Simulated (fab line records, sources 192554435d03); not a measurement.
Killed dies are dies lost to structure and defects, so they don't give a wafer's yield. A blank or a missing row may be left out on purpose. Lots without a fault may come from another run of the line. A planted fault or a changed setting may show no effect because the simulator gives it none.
fab line records | flow n5_finfet
record lots=11 wafers=32 last_day=17
route steps=1938 shown BEOL_M1@830 MIM_TOP_ETCH@1852 MIM_BOT_LITHO@1865 TV_LITHO@1884 PASSIVATION@1936
lots that met no fault: from a run of the same line without faults
start_h: hours from the record's first day to the start of the lot's first wafer shown | wait_h: hours since the lot's step before | " the same as in the row above | L1.1+2: a row that stands for several wafers | - no value, or no start given | * or withheld: withheld | < > ~ a bound
route shown NAME@n: a module of which the file shows steps, and the number in the route of the first | usual: mean/standard deviation of fault-free wafers | same: alike in all rows | chamber/n: place in a boat | sites: the reading at each site | _std_site: their standard deviation | _edge_site: outer sites' mean less inner sites' | radius_mm: how far each site lies from the wafer's centre | mask NAME#n: copy n | behind: the tool/chamber that last shaped the wafer | hold: why the lot was held/for how many hours/how that ended | device: the transistor (n, p or np) that didn't switch | end of line: the same wafers' tests at the end of the route | a step without rows: its recipe alone | killed: dies lost to structure and defects at the first sort, not the wafer's yield | map: a wafer's dies, x killed, . not, _ none there
set.NAME: the setting as run; set.NAME@STEP: as run at that earlier step | model.NAME: the simulator's own value behind a step, which no gauge read
steps of the route over a sample of lots; a table a step, a row a wafer
services: from which hour (start_h, from the record's first day; less than 0 if before it) a tool's chamber was out of use, for how many hours, and why
## steps
# step N5_BEOL_M1_SPUTTER_96
# recipe material=Cu target_thk_a=45 temp_c=-20 chamber_pressure_pa=0.07 power_w=withheld time_s=8.29
# usual throttle_valve_pct=29.9/0.98
# columns lot.wafer tool chamber start_h wait_h throttle_valve_pct
L593.2 pvd_sputter-02 - 129.67 0.1 30.3
L593.4 " - " " 30.3
L593.6 " - " " 30.3
L594.2 pvd_sputter-01 - 132.39 0.1 27.7
L594.5 " - " " 30.4
L594.6 " - " " 27.8
L595.3 pvd_sputter-02 - 137.74 0.1 30.3
L595.4 " - " " 30.3
L595.5 " - " " 30.5
L598.4 pvd_sputter-01 - 161.03 0.0 29.9
L598.6 " - " " 30.5
L601.3 pvd_sputter-02 - 175.39 0.1 30.6
L601.5 " - " " 30.4
L601.6 " - " " 30.3
L604.2 pvd_sputter-02 - 197.11 0.1 30.1
L604.3 " - " " 30.4
L604.6 " - " " 30.2
L605.2 pvd_sputter-01 - 207.68 0.1 27.6
L605.3 " - " " 30.5
L605.6 " - " " 30.6
L613.1 pvd_sputter-02 - 247.52 0.1 30.4
L613.4 " - " " 30.0
L613.6 " - " " 30.6
L612.4 pvd_sputter-02 - 254.02 0.1 30.2
L612.5 " - " " 30.3
L612.6 " - " " 30.4
L614.2 pvd_sputter-02 - 259.62 0.1 30.2
L614.5 " - " " 30.3
L614.6 " - " " 30.2
L615.2 pvd_sputter-01 - 263.74 0.1 27.5
L615.4 " - " " 29.9
L615.5 " - " " 30.1
# step N5_MIM_TOP_ETCH_STRIP_01
# recipe chemistry=O2 power_w=600 temp_c=60 pressure_mtorr=30 rf_frequency_hz=6e+07 bias_power_w=0 overash_fraction=0.5 o2_flow_sccm=225
# usual drypump_motor_current_A=5.9/0.32 oes_product_au=0.77/0.069 rf_vpp_V=3.4/1.2 showerhead_plenum_p_Torr=2.08/0.059 throttle_valve_pct=16.69/0.22
# columns lot.wafer tool chamber start_h wait_h drypump_motor_current_A oes_product_au rf_hours_counter_h rf_vpp_V showerhead_plenum_p_Torr throttle_valve_pct
L594.2 rie_diel-01 3 262.51 0.1 5.9 0.72 200 3.6 2.01 16.92
L594.5 " 3 " " 5.9 0.72 - 0.7 2.01 16.86
L594.6 " 2 " " 5.5 0.88 - 2.3 2.11 16.34
L593.2 rie_diel-05 0 269.34 0.2 5.6 0.74 223 2.9 2.06 16.83
L593.4 " 3 " " 6.1 0.72 208 4.0 2.14 16.70
L593.6 " 2 " " 5.7 0.85 - 2.8 2.06 16.61
L595.3 rie_diel-05 1 269.38 0.1 5.5 0.77 169 2.1 2.02 17.03
L595.4 " 3 " " 6.1 0.71 208 4.8 2.14 16.72
L595.5 " 1 " " 5.5 0.77 - 4.3 2.02 17.00
L598.4 rie_diel-01 2 283.71 0.1 5.6 0.85 - 4.3 2.11 16.37
L598.6 " 1 " " 6.2 0.75 - 3.7 2.07 16.44
L601.3 rie_diel-05 0 313.00 0.1 5.6 0.71 235 3.3 2.05 16.81
L601.5 " 3 " " 6.1 0.71 - 2.5 2.13 16.72
L601.6 " 0 " " 5.5 0.74 - 3.5 2.05 16.88
L604.2 rie_diel-01 0 320.51 0.1 6.1 0.86 46 1.9 2.12 16.27
L604.3 " 3 " " 5.9 0.73 214 4.4 2.00 16.93
L604.6 " 2 " " 5.6 0.85 - 2.5 2.10 16.35
L605.2 rie_diel-01 2 331.76 0.1 5.5 0.84 75 2.3 2.10 16.36
L605.3 " 1 " " 6.2 0.74 172 1.9 2.06 16.50
L605.6 " 2 " " 5.5 0.85 - 6.0 2.10 16.37
L612.4 rie_diel-05 2 370.10 0.1 5.8 0.80 - 2.5 2.05 16.64
L612.5 " 0 " " 5.6 0.70 - 3.4 2.04 16.87
L612.6 " 3 " " 6.1 0.69 - 1.8 2.13 16.73
L613.1 rie_diel-05 3 379.16 0.1 6.1 0.69 238 3.8 2.13 16.72
L613.4 " 2 " " 5.7 0.79 - 4.6 2.05 16.64
L613.6 " 1 " " 5.5 0.75 - 1.4 2.01 17.06
L614.2 rie_diel-05 3 384.94 0.1 6.1 0.70 241 4.7 2.13 16.75
L614.5 " 2 " " 5.7 0.79 - 4.2 2.05 16.68
L614.6 " 3 " " 6.1 0.67 - 5.4 2.13 16.72
L615.2 rie_diel-01 3 390.11 0.1 5.9 0.70 237 3.3 2.00 16.93
L615.4 " 0 " " 6.1 0.83 71 3.5 2.11 16.31
L615.5 " 2 " " 5.5 0.81 - 2.7 2.09 16.38
# step N5_MIM_BOT_LITHO_DESCUM_10
# recipe chemistry=O2 time_s=7.9 source_power_w=50 bias_power_w=20 pressure_mtorr=20 rf_frequency_hz=2.712e+07 temp_c=40 o2_flow_sccm=225
# usual drypump_motor_current_A=6.0/0.4 oes_product_au=0.81/0.085 rf_vpp_V=243.3/1.2 showerhead_plenum_p_Torr=2.11/0.064 throttle_valve_pct=20.43/0.23
# columns lot.wafer tool chamber start_h wait_h drypump_motor_current_A oes_product_au rf_hours_counter_h rf_vpp_V showerhead_plenum_p_Torr throttle_valve_pct
L594.2 rie_diel-03 0 263.25 0.1 6.5 0.85 62 244.2 2.12 20.68
L594.5 " 3 " " 5.9 0.72 - 243.9 2.06 20.64
L594.6 " 2 " " 5.8 0.87 - 244.2 2.15 20.68
L593.2 rie_diel-03 2 270.21 0.3 5.8 0.88 42 243.9 2.15 20.69
L593.4 " 1 " " 5.5 0.69 218 245.4 2.17 20.44
L593.6 " 1 " " 5.5 0.69 - 244.5 2.17 20.44
L595.3 rie_diel-04 1 270.24 0.2 6.6 0.71 232 243.3 2.14 20.52
L595.4 " 2 " " 5.5 0.79 - 241.6 2.05 20.42
L595.5 " 0 " " 6.0 0.68 - 241.0 1.97 20.27
L598.4 rie_diel-06 3 284.37 0.2 5.5 0.71 224 242.0 2.06 20.55
L598.6 " 0 " " 6.1 0.82 - 244.6 2.22 20.60
L601.3 rie_diel-04 3 313.96 0.5 6.3 0.94 14 244.8 2.16 20.02
L601.5 " 0 " " 6.0 0.67 - 239.4 1.97 20.30
L601.6 " 3 " " 6.3 0.95 - 243.7 2.16 20.02
L604.2 rie_diel-04 3 321.21 0.1 6.3 0.94 17 244.1 2.16 20.04
L604.3 " 2 " " 5.5 0.78 111 242.2 2.04 20.46
L604.6 " 2 " " 5.5 0.77 - 242.9 2.04 20.47
L605.2 rie_diel-06 0 332.40 0.0 6.0 0.80 82 244.9 2.21 20.63
L605.3 " 2 " " 5.9 0.88 45 243.5 2.06 20.50
L605.6 " 3 " " 5.5 0.69 - 241.7 2.05 20.56
L612.4 rie_diel-06 2 370.62 0.1 5.9 0.85 - 242.7 2.06 20.52
L612.5 " 1 " " 6.6 0.85 - 244.3 2.11 20.08
L612.6 " 0 " " 6.0 0.78 - 244.1 2.21 20.66
L613.1 rie_diel-06 2 379.80 0.0 6.0 0.86 65 244.0 2.06 20.53
L613.4 " 2 " " 6.0 0.85 - 243.8 2.06 20.53
L613.6 " 1 " " 6.5 0.84 - 244.8 2.10 20.11
L614.2 rie_diel-04 2 385.57 0.0 5.5 0.75 142 240.1 2.03 20.50
L614.5 " 2 " " 5.6 0.75 - 241.4 2.03 20.50
L614.6 " 3 " " 6.3 0.89 - 243.6 2.15 20.05
L615.2 rie_diel-06 2 390.74 0.0 5.9 0.84 68 243.1 2.06 20.51
L615.4 " 0 " " 6.0 0.78 105 246.0 2.20 20.68
L615.5 " 2 " " 5.9 0.83 - 243.3 2.06 20.54
# step N5_PASSIVATION_OVL_MEAS_60
# recipe points_per_wafer=44
# usual TV_OVL=2/5.2
# columns lot.wafer tool chamber start_h wait_h TV_OVL[nm]
L594.2 overlay-02 0 267.04 0.0 2
L594.5 " 0 " " -1
L594.6 " 0 " " -2
L595.3 overlay-02 0 272.53 0.0 -2
L595.4 " 0 " " 6
L595.5 " 0 " " -2
L593.2 overlay-02 0 272.57 0.0 6
L593.4 " 0 " " 1
L593.6 " 0 " " 12
L598.4 overlay-02 0 286.23 0.0 6
L598.6 " 0 " " 5
L601.3 overlay-01 0 317.28 0.0 2
L601.5 " 0 " " 5
L601.6 " 0 " " 0
L604.2 overlay-02 0 322.93 0.0 0
L604.3 " 0 " " 0
L604.6 " 0 " " -3
L605.2 overlay-01 0 335.02 0.1 1
L605.3 " 0 " " 9
L605.6 " 0 " " -4
L612.4 overlay-01 0 372.67 0.0 -1
L612.5 " 0 " " -5
L612.6 " 0 " " -4
L613.1 overlay-01 0 381.26 0.0 7
L613.4 " 0 " " -3
L613.6 " 0 " " 3
L614.2 overlay-01 0 387.65 0.0 11
L614.5 " 0 " " 3
L614.6 " 0 " " 12
L615.2 overlay-01 0 394.11 0.0 9
L615.4 " 0 " " 2
L615.5 " 0 " " 6
# step N5_PASSIVATION_PROBE_49
# usual defect_limited_yield=91.2/1.5 killed_at_M0_to_M3=31/10 killed_at_M4_up=15/5.9 killed_at_contacts=13/6 killed_at_front_end=41/11 killed_at_other=4/3.1 killed_dies=104/18 killed_open=68/13 killed_short=33/8.1 sort_bin_4_leakage=0.00/0.03 sort_bin_5_function=5.1/1.1 sort_bin_6_memory=3.2/0.69 sort_bin_8_speed=0.01/0.045 sort_n_pass=1076/18
# same gross_dies=1180 killed_at_back_side=0
# columns lot.wafer tool chamber start_h wait_h defect_limited_yield[%] killed_at_M0_to_M3 killed_at_M4_up killed_at_contacts killed_at_front_end killed_at_other killed_dies killed_open killed_short sort_bin_4_leakage[%] sort_bin_5_function[%] sort_bin_6_memory[%] sort_bin_8_speed[%] sort_n_pass
L595.3 prober-02 - 279.75 0.1 92.0 27 15 23 28 1 94 64 29 0 5.2 2.6 0 1086
L595.4 prober-02 - 279.80 0.2 92.7 29 12 15 23 7 86 57 28 0 4.7 2.4 0 1094
L595.5 prober-02 - 279.85 0.2 89.5 38 21 25 35 5 124 95 26 0 6.4 4.0 0 1056
L604.2 prober-01 - 329.63 0.1 91.9 25 6 7 51 6 95 51 44 0 4.7 3.2 0 1085
L605.3 prober-01 - 343.06 0.7 93.1 22 18 7 33 2 82 55 26 0 4.1 2.8 0 1098
L605.6 prober-01 - 343.21 0.8 91.2 23 20 22 34 5 104 67 37 0.08 4.6 4.2 0 1075
L612.4 prober-01 - 381.30 0.2 90.1 33 13 12 51 8 117 74 38 0 6.1 3.1 0 1063
L612.5 prober-01 - 381.35 0.2 79.8 168 6 6 51 7 238 68 48 0 12.2 5.4 0 942
L612.6 prober-01 - 381.40 0.3 90.8 25 7 6 62 8 108 65 43 0 5.0 3.6 0 1072
L613.1 prober-01 - 389.96 0.0 93.6 28 12 7 29 0 76 46 25 0 3.7 2.5 0 1104
L613.4 prober-01 - 390.11 0.2 82.0 140 14 6 52 0 212 66 32 0 11.4 4.9 0 968
L613.6 prober-01 - 390.21 0.3 91.4 49 12 6 32 3 102 70 30 0 5.7 2.6 0 1078
L614.2 prober-01 - 394.41 0.1 79.9 141 21 14 59 2 237 77 31 0 11.7 5.2 0 943
L614.5 prober-01 - 394.56 0.2 80.5 125 21 12 66 6 230 85 31 0 12.6 4.7 0 950
L614.6 prober-01 - 394.61 0.3 91.5 20 19 4 46 11 100 62 28 0 5.5 2.0 0 1080
# killed by level:class
L595.3 MOL_CONTACT_COAG:geometric_particle:open=18 DUMMY_GATE:geometric_particle:open=8 BEOL_M4:geometric_particle:open=7 BEOL_M0_SAQP:geometric_particle:short=6 BEOL_M1:geometric_particle:open=6 MOL_CONTACT_COAG:geometric_particle:short=5 BEOL_M4:geometric_particle:short=5 GATE_CUT:geometric_particle:short=4
L595.4 MOL_CONTACT_COAG:geometric_particle:open=13 BEOL_M2:geometric_particle:open=12 BEOL_M0_SAQP:geometric_particle:short=7 FIN_SAQP:geometric_particle:open=5 STI_FIN_REVEAL:geometric_particle:open=5 PAD_METAL:geometric_particle:short=4 FIN_SAQP:geometric_particle:short=3 BEOL_M0_SAQP:geometric_particle:open=3
L595.5 MOL_CONTACT_COAG:geometric_particle:open=22 BEOL_M4:geometric_particle:open=12 STI_FIN_REVEAL:geometric_particle:open=10 BEOL_M1:geometric_particle:open=9 BEOL_M2:geometric_particle:open=9 BEOL_M0_SAQP:geometric_particle:short=7 DUMMY_GATE:geometric_particle:open=6 BEOL_M0_SAQP:geometric_particle:open=6
L604.2 FIN_SAQP:geometric_particle:short=15 FIN_SAQP:geometric_particle:open=14 MOL_CONTACT_COAG:geometric_particle:open=7 GATE_CUT:geometric_particle:short=4 GATE_CUT:geometric_particle:open=4 BEOL_M0_SAQP:geometric_particle:short=4 BEOL_M0:geometric_particle:short=4 BEOL_M1:geometric_particle:open=4
L605.3 BEOL_M4:geometric_particle:open=11 FIN_SAQP:geometric_particle:open=7 STI_FIN_REVEAL:geometric_particle:open=7 FIN_SAQP:geometric_particle:short=6 MOL_CONTACT_COAG:geometric_particle:open=6 BEOL_M0_SAQP:geometric_particle:short=6 BEOL_M3:geometric_particle:open=4 BEOL_M2:geometric_particle:open=4
L605.6 MOL_CONTACT_COAG:geometric_particle:open=16 FIN_SAQP:geometric_particle:short=11 FIN_SAQP:geometric_particle:open=9 BEOL_M4:geometric_particle:open=9 STI_FIN_REVEAL:geometric_particle:open=8 BEOL_M0_SAQP:geometric_particle:short=7 MOL_CONTACT_COAG:geometric_particle:short=6 BEOL_M0:geometric_particle:open=4
L612.4 BEOL_M0_SAQP:geometric_particle:open=11 DUMMY_GATE:geometric_particle:open=10 MOL_CONTACT_COAG:geometric_particle:open=9 FIN_SAQP:geometric_particle:open=7 STI_FIN_REVEAL:geometric_particle:open=7 BEOL_M4:geometric_particle:open=6 BEOL_M0_SAQP:geometric_particle:short=5 BEOL_M2:geometric_particle:open=5
L612.5 BEOL_M1:unspecified=121 FIN_SAQP:geometric_particle:short=13 BEOL_M0_SAQP:geometric_particle:open=11 BEOL_M0_SAQP:geometric_particle:short=10 FIN_SAQP:geometric_particle:open=9 BEOL_M2:geometric_particle:open=8 STI_FIN_REVEAL:geometric_particle:open=7 BEOL_M3:geometric_particle:open=6
L612.6 FIN_SAQP:geometric_particle:short=15 FIN_SAQP:geometric_particle:open=11 BEOL_M2:geometric_particle:open=10 STI_FIN_REVEAL:geometric_particle:open=9 DUMMY_GATE:geometric_particle:open=7 PASS1_CAP:geometric_particle:open=5 MOL_CONTACT_COAG:geometric_particle:open=4 ILD0:geometric_particle:short=4
L613.1 BEOL_M1:geometric_particle:open=9 STI_FIN_REVEAL:geometric_particle:open=5 MOL_CONTACT_COAG:geometric_particle:open=5 BEOL_M0_SAQP:geometric_particle:open=5 GATE_CUT:geometric_particle:short=4 BEOL_M0_SAQP:geometric_particle:short=4 STARTING-WAFER:geometric_particle:short=4 SPACER0:geometric_particle:open=3
L613.4 BEOL_M1:unspecified=110 FIN_SAQP:geometric_particle:open=16 GATE_CUT:geometric_particle:short=11 GATE_CUT:geometric_particle:open=7 MOL_CONTACT_COAG:geometric_particle:open=6 BEOL_M0_SAQP:geometric_particle:open=5 BEOL_M2:geometric_particle:open=5 BEOL_M3:geometric_particle:open=5
L613.6 BEOL_M0_SAQP:geometric_particle:open=17 BEOL_M0_SAQP:geometric_particle:short=8 GATE_CUT:geometric_particle:open=7 FIN_SAQP:geometric_particle:open=6 GATE_CUT:geometric_particle:short=5 MOL_CONTACT_COAG:geometric_particle:open=5 BEOL_M0:geometric_particle:open=4 BEOL_M1:geometric_particle:open=4
L614.2 BEOL_M1:unspecified=121 STI_FIN_REVEAL:geometric_particle:open=12 MOL_CONTACT_COAG:geometric_particle:open=10 BEOL_M4:geometric_particle:open=10 FIN_SAQP:geometric_particle:open=9 DUMMY_GATE:geometric_particle:open=8 BEOL_M3:geometric_particle:open=6 BEOL_M2:geometric_particle:open=5
L614.5 BEOL_M1:unspecified=113 STI_FIN_REVEAL:geometric_particle:open=24 FIN_SAQP:geometric_particle:open=12 BEOL_M4:geometric_particle:open=12 MOL_CONTACT_COAG:geometric_particle:open=9 FIN_SAQP:geometric_particle:short=8 STI_FIN_REVEAL:geometric_particle:short=6 STARTING-WAFER:geometric_particle:open=6
L614.6 STI_FIN_REVEAL:geometric_particle:open=9 HKMG_FIN:area_etch=9 FIN_SAQP:geometric_particle:open=8 BEOL_M4:geometric_particle:open=8 DUMMY_GATE:geometric_particle:open=5 FIN_SAQP:geometric_particle:short=4 GATE_CUT:geometric_particle:short=4 MOL_CONTACT_COAG:geometric_particle:open=4
## services
# columns tool chamber start_h hours kind
rie_diel-03 2 117.19 15.1 repair
rie_diel-05 - 126.82 0.3 repair
rie_diel-01 0 143.24 - clean
rie_diel-01 0 143.24 - consumable_replace:focus_ring
rie_diel-01 0 143.24 20.1 scheduled_down
rie_diel-01 0 143.24 20.1 vent_cycle
rie_diel-06 1 145.99 - clean
rie_diel-01 - 169.77 0.6 repair
rie_diel-05 1 197.71 7.7 repair
rie_diel-03 1 203.54 3.0 repair
rie_diel-06 - 225.12 1.1 repair
rie_diel-01 - 271.14 0.8 repair
rie_diel-04 - 273.17 0.6 repair
rie_diel-04 1 300.68 13.4 repair
rie_diel-05 2 301.90 1.7 repair
rie_diel-03 - 309.50 4.3 pm
rie_diel-04 0 318.84 5.6 repair
rie_diel-06 3 325.95 5.6 repair
rie_diel-05 3 343.35 14.3 repair
rie_diel-01 3 345.53 1.9 repair
rie_diel-01 - 364.43 4.3 pm
rie_diel-05 1 368.75 8.7 repair
rie_diel-06 - 385.31 2.8 pm
pvd_sputter-01 - 388.58 3.2 repair
## key
first_sign step=N5_PASSIVATION_PROBE_49 reading=killed_at_M0_to_M3 direction=up sigmas=11 usual=31 struck=144
effect step=N5_PASSIVATION_PROBE_49 reading=defect_limited_yield direction=down sigmas=7 usual=91.2 struck=80.6
more_kills_born_at N5_BEOL_M1_SPUTTER_96@pvd_sputter-02=465
met_at N5_BEOL_M1_SPUTTER_96
struck_lots L612,L613,L614
struck_wafers L612.5,L613.4,L614.2,L614.5
not_acting_at N5_MIM_TOP_ETCH_STRIP_01,N5_MIM_BOT_LITHO_DESCUM_10,N5_PASSIVATION_OVL_MEAS_60
onset_between 197.11 247.52
fault kind=chamber_particle_source tool=pvd_sputter-02 chamber=- onset_h=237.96 steps=N5_BEOL_M1_SPUTTER_96 rate_per_visit_cm2=0.69378 end_h=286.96 scope=struck_wafers_only
